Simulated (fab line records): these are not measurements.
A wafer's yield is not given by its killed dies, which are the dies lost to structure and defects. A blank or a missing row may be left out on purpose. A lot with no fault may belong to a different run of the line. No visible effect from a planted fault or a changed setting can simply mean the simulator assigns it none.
Which of the tools did it? / flow nand_harc / Sampling: 6 lots, 18 wafers, 5 of 1302 route steps

== WHAT THE GAUGES READ, wafer by wafer ==
NHARC_END_SORT_01.
lot=L890; measured=day 34 00:28; on=prober-02; killed_at_array=52 145 52

== EACH LOT AND THE TOOL THAT RAN IT (in order: tool; ch and the chambers of the sampled wafers; start) ==
lot=L871; NHARC_A_STAIRCASE_HM_OPEN_463=rie_diel-04 ch 1,2,3, day 17 19:48; NHARC_THIN_TSV_STRIP_45=plasma_asher-01 ch 0,1, day 24 14:11; NHARC_THIN_TSV_DEGAS_49=pvd_sputter-02, day 24 15:56; NHARC_THIN_TSV_DESCUM_35=rie_diel-07 ch 0,1,3, day 24 19:13
lot=L874; NHARC_A_STAIRCASE_HM_OPEN_463=rie_diel-04 ch 1,2,3, day 19 16:34; NHARC_THIN_TSV_STRIP_45=plasma_asher-02 ch 0,1, day 26 18:59; NHARC_THIN_TSV_DEGAS_49=pvd_sputter-02, day 26 20:44; NHARC_THIN_TSV_DESCUM_35=rie_diel-06 ch 0,2,3, day 26 23:55
lot=L876; NHARC_A_STAIRCASE_HM_OPEN_463=rie_diel-09 ch 0,3, day 20 06:09; NHARC_THIN_TSV_STRIP_45=plasma_asher-01 ch 0,1, day 27 01:47; NHARC_THIN_TSV_DEGAS_49=pvd_sputter-03, day 27 03:26; NHARC_THIN_TSV_DESCUM_35=rie_diel-06 ch 1,2,3, day 27 06:42
lot=L880; NHARC_A_STAIRCASE_HM_OPEN_463=rie_diel-04 ch 2,3, day 21 16:01; NHARC_THIN_TSV_STRIP_45=plasma_asher-02 ch 0,1, day 28 05:55; NHARC_THIN_TSV_DEGAS_49=pvd_sputter-02, day 28 07:38; NHARC_THIN_TSV_DESCUM_35=rie_diel-07 ch 1,2, day 28 13:58
lot=L887; NHARC_A_STAIRCASE_HM_OPEN_463=rie_diel-09 ch 0,1, day 24 22:00; NHARC_THIN_TSV_STRIP_45=plasma_asher-01 ch 0,1, day 31 07:45; NHARC_THIN_TSV_DEGAS_49=pvd_sputter-02, day 31 09:34; NHARC_THIN_TSV_DESCUM_35=rie_diel-13 ch 0,1,3, day 31 12:45
lot=L890; NHARC_A_STAIRCASE_HM_OPEN_463=rie_diel-09 ch 1,2,3, day 26 18:23; NHARC_THIN_TSV_STRIP_45=plasma_asher-02 ch 0,1, day 33 10:26; NHARC_THIN_TSV_DEGAS_49=pvd_sputter-01, day 33 12:14; NHARC_THIN_TSV_DESCUM_35=rie_diel-13 ch 1,3, day 33 15:25
- NHARC_A_STAIRCASE_HM_OPEN_463: chemistry O2/COS.
- NHARC_THIN_TSV_STRIP_45: strips in O2.
- NHARC_THIN_TSV_DEGAS_49: time 120 s.
- NHARC_THIN_TSV_DESCUM_35: chemistry O2, time 3 s.

== THE ANSWER, worked out from the rows above alone ==
Rule: the usual values come from the lots themselves. The widest of any qualifying gaps counts: lots, ordered by their means at a reading, are off when they make up no more than a third of the lots, leave a main group of 4 or more, and stand apart from it by 3 or more times the standard deviation of that group's means. A main group whose means are all the same, to the digits that the tables above print for the reading, isn't used. A lot without any number at a reading at which 4 lots or more have one is off too. Any other lot the step has rows for is counted as sound.
No lot is off on any of the readings shown, so nothing can be concluded from this.

== WHAT THE SIMULATOR HAD PUT IN ==
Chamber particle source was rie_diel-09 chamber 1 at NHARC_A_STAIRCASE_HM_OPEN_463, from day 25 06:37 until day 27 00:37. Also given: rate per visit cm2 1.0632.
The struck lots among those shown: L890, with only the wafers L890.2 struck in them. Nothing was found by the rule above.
